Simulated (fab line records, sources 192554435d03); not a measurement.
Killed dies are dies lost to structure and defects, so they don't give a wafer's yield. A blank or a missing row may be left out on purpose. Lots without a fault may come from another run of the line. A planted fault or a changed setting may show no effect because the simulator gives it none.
Chamber matching | flow n5_finfet | N5_BEOL_M4_ETCH_64 on rie_diel-05: 4 sister chambers
The step etches SOC in N2/H2, target depth 75 nm, overetch 22.5 nm, time 121.9 s. 4 wafers are shown with their chamber, then 8 later ones without.

WAFERS WITH THEIR CHAMBER
wafer  | chamber | throttle_valve_pct (%)
L078.6 | 0       | 17.81
L083.5 | 2       | 18.01
L083.6 | 1       | 17.38
L086.3 | 3       | 18.21

WAFERS WITHOUT THEIR CHAMBER
wafer  | throttle_valve_pct (%)
L086.4 | 17.98
L086.5 | 18.23
L089.2 | 18.03
L089.3 | 17.45
L089.6 | 17.39
L095.2 | 18.03
L095.5 | 18.02
L095.6 | 17.82

WHICH CHAMBER EACH WENT THROUGH
wafer  | from the rows above | in truth
L086.4 | 2                   | 2
L086.5 | 3                   | 3
L089.2 | 2                   | 2
L089.3 | 1                   | 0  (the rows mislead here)
L089.6 | 1                   | 1
L095.2 | 2                   | 2
L095.5 | 2                   | 2
L095.6 | 0                   | 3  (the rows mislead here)
Placed correctly: 6 of 8. Can't be placed from these rows: 0. Placed wrongly: 2.
How it was worked out, from the rows above alone: a wafer's distance from a chamber is the root of the sum, over the readings, of the square of ((its reading less the chamber's mean) divided by the reading's scatter). The wafer belongs to the nearest chamber; if the next one is less than 2 further off, it can't be placed. A chamber's mean is the mean of its shown wafers. The scatter: with one shown wafer a chamber, the root of the mean of the squares of how far each hidden wafer lies from its nearest shown one.
